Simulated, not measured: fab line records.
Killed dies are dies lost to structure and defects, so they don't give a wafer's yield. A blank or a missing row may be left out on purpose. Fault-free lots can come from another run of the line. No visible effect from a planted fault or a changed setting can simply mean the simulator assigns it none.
What tool caused it? + flow nand-harc + 7 lots, 21 wafers sampled, at 1 step of a route of 1302

WHAT THE GAUGES SHOWED, per wafer
NHARC_A_ONON_D2_THK_MEAS_14: measures by ellipsometry.
| lot  | measured     | on            | thk-nm (nm)    |
|------|--------------|---------------|----------------|
| L498 | day 12 20:22 | film-metro-01 | 993 992 994    |
| L503 | day 14 12:35 | film-metro-01 | 994 993 994    |
| L505 | day 15 20:28 | film-metro-02 | 991 992 993    |
| L507 | day 16 04:08 | film-metro-01 | 1005 1006 1007 |
| L509 | day 17 07:32 | film-metro-02 | 998 1000 1000  |
| L512 | day 18 21:53 | film-metro-02 | 1001 1002 1003 |
| L517 | day 20 04:24 | film-metro-02 | 990 988 987    |

TOOL THAT RAN EACH LOT (tool first, then ch and the chambers of the sampled wafers, then the start)
Before these readings, the record contains no process step.

THE ANSWER, worked out from the rows above alone
Rule: usual is defined by the lots themselves. The widest of any qualifying gaps counts: lots, ordered by their means at a reading, are off when they make up no more than a third of the lots, leave a main group of 4 or more, and stand apart from it by 3 or more times the standard deviation of that group's means. A main group is skipped when, at the precision printed for the reading in the tables above, its means are all equal. A lot without any number at a reading at which 4 lots or more have one is off too. All remaining lots with rows at the step are treated as sound.
No lot is off on any of the readings shown, so nothing can be concluded from this.

WHAT THE SIMULATOR PUT IN
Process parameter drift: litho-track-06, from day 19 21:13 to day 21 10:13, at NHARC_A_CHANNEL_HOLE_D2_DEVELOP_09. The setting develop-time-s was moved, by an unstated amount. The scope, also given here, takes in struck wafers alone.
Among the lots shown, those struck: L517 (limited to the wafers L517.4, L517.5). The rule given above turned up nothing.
